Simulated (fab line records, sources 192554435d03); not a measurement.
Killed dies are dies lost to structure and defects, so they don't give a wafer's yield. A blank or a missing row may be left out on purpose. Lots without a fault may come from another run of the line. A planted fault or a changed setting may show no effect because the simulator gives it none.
Split-lot experiment | flow n5_finfet | 7 lots, 21 wafers read, on a route of 1938 steps

THE SPLIT
At N5_MOL_CONTACT_COAG_EXPOSE_05 (exposes mask CA, defocus 0 nm), the setting dose_mj was moved away from the recipe's 38.25 on 7 of the 21 wafers read, by -6.8% to +5.9%. The other wafers ran this setting at the recipe's value.

FROM THE SPLIT TO THE READING: what the file shows between them, 10 steps
- N5_MOL_CONTACT_COAG_PEB_06: peb time 60 s
- N5_MOL_CONTACT_COAG_DEVELOP_07: develop time 30 s
- N5_MOL_CONTACT_COAG_CD_MEAS_08: target cd 28 nm
- N5_MOL_CONTACT_COAG_DESCUM_13: chemistry O2, time 7 s
- N5_MOL_CONTACT_COAG_ETCH_59: etches underlayer in N2/H2, target depth 13 nm, time 10.4 s
- N5_MOL_CONTACT_COAG_ETCH_105: etches SiARC in CF4, target depth 15.6 nm, time 26 s
- N5_MOL_CONTACT_COAG_ETCH_106: etches SOC in N2/H2, target depth 80 nm, overetch 16 nm, time 120 s
- N5_MOL_CONTACT_COAG_ETCH_15: etches SiNx in CH3F/O2, stops on Si:P, target depth 7 nm (also split here: source_w)
- N5_MOL_CONTACT_COAG_ETCH_110: etches Si in CF4/O2, target depth 2.5 nm, time 8 s
- N5_MOL_CONTACT_COAG_STRIP_98: strips in N2/H2

THE READING
cd_nm, in nm, at N5_MOL_CONTACT_COAG_CD_MEAS_99 (target cd 17.2 nm). Fault-free wafers of this fab line usually give 17.2 nm, standard deviation 0.33 nm.

wafer  | tool, chamber at the split | dose_mj as run | against the recipe | cd_nm, nm | against lot-mates on the recipe
L074.3 | euv_scanner-01, 0          | 38.25          | recipe             | 16.8      | -
L074.4 | euv_scanner-01, 0          | 38.25          | recipe             | 16.6      | -
L074.6 | euv_scanner-01, 0          | 35.75          | -6.5%              | 15.8      | -0.9
L078.3 | euv_scanner-02, 0          | 38.25          | recipe             | 17.7      | -
L078.4 | euv_scanner-02, 0          | 38.25          | recipe             | 17.1      | -
L078.5 | euv_scanner-02, 0          | 40.49          | +5.9%              | 18.4      | +1.0
L080.1 | euv_scanner-02, 0          | 38.25          | recipe             | 17.2      | -
L080.5 | euv_scanner-02, 0          | 38.25          | recipe             | 17.0      | -
L080.6 | euv_scanner-02, 0          | 38.25          | recipe             | 17.3      | -
L083.1 | euv_scanner-02, 0          | 38.25          | recipe             | 17.4      | -
L083.4 | euv_scanner-02, 0          | 39.49          | +3.2%              | 17.9      | +0.5
L083.5 | euv_scanner-02, 0          | 39.49          | +3.2%              | 18.4      | +1.0
L084.3 | euv_scanner-01, 0          | 35.65          | -6.8%              | 15.6      | -1.7
L084.4 | euv_scanner-01, 0          | 38.25          | recipe             | 17.2      | -
L084.5 | euv_scanner-01, 0          | 38.25          | recipe             | 17.4      | -
L093.2 | euv_scanner-01, 0          | 38.25          | recipe             | 17.8      | -
L093.4 | euv_scanner-01, 0          | 37.04          | -3.2%              | 16.6      | -1.2
L093.6 | euv_scanner-01, 0          | 38.25          | recipe             | 17.8      | -
L094.2 | euv_scanner-01, 0          | 38.25          | recipe             | 18.2      | -
L094.5 | euv_scanner-01, 0          | 35.71          | -6.6%              | 15.4      | -2.4
L094.6 | euv_scanner-01, 0          | 38.25          | recipe             | 17.4      | -

THE FIT
A straight line over all 21 wafers: cd_nm changes by +0.244 nm for each +1% of dose_mj; r = +0.90; the points scatter about the line by 0.38 nm.
The same after taking each lot's own level away (the mean of its wafers on the recipe; 21 wafers): +0.239 nm for each +1%; r = +0.92; scatter 0.33 nm.
On that fit, the largest move of dose_mj shifts the reading by 1.6 nm.
The lots' own levels span 16.70 to 17.80 nm, that is 3.3 times the standard deviation above.
So the lot-to-lot level changes the slope little: the two slopes agree.
Check: with one of the wafers moved furthest among these (-6.8%) left out of the fit, the line predicts -1.67 nm for it against its lot-mates. It came out at -1.7 nm against them.

OTHER SPLITS ON THESE WAFERS
These wafers also went through other splits before the reading. Each is held against what the fit with the lots' levels taken away leaves over:
other split on the same wafers       | wafers away from the commonest value | r with cd_nm (lot level and that fit taken away)
N5_SDB_COAT_05 spin_rpm              | 6                                    | +0.19
N5_MOL_CONTACT_COAG_ETCH_15 source_w | 8                                    | -0.16

THE WHOLE CHAIN: every reading that the file lists as answering this split, in the file's order
step                           | what it does                                                        | reading                                                                        | change (the file's fit)               | r (the file's)
N5_MOL_CONTACT_COAG_CD_MEAS_08 | target cd 28 nm                                                     | cd_nm                                                                          | +0.231 nm for each +1% of the setting | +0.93
N5_MOL_CONTACT_COAG_ETCH_59    | etches underlayer in N2/H2, target depth 13 nm, time 10.4 s         | MOL_CONTACT_COAG.cd_offset_nm (the simulator's own value, which no gauge read) | +0.214 nm for each +1% of the setting | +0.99
N5_MOL_CONTACT_COAG_ETCH_106   | etches SOC in N2/H2, target depth 80 nm, overetch 16 nm, time 120 s | MOL_CONTACT_COAG.cd_offset_nm (the simulator's own value, which no gauge read) | +0.235 nm for each +1% of the setting | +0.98
N5_MOL_CONTACT_COAG_ETCH_110   | etches Si in CF4/O2, target depth 2.5 nm, time 8 s                  | MOL_CONTACT_COAG.cd_offset_nm (the simulator's own value, which no gauge read) | +0.251 nm for each +1% of the setting | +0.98
N5_MOL_CONTACT_COAG_CD_MEAS_99 | target cd 17.2 nm                                                   | cd_nm                                                                          | +0.247 nm for each +1% of the setting | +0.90

THE FILE'S OWN FIT
cd_nm changes by +0.247 nm for each +1% of dose_mj, r = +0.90.
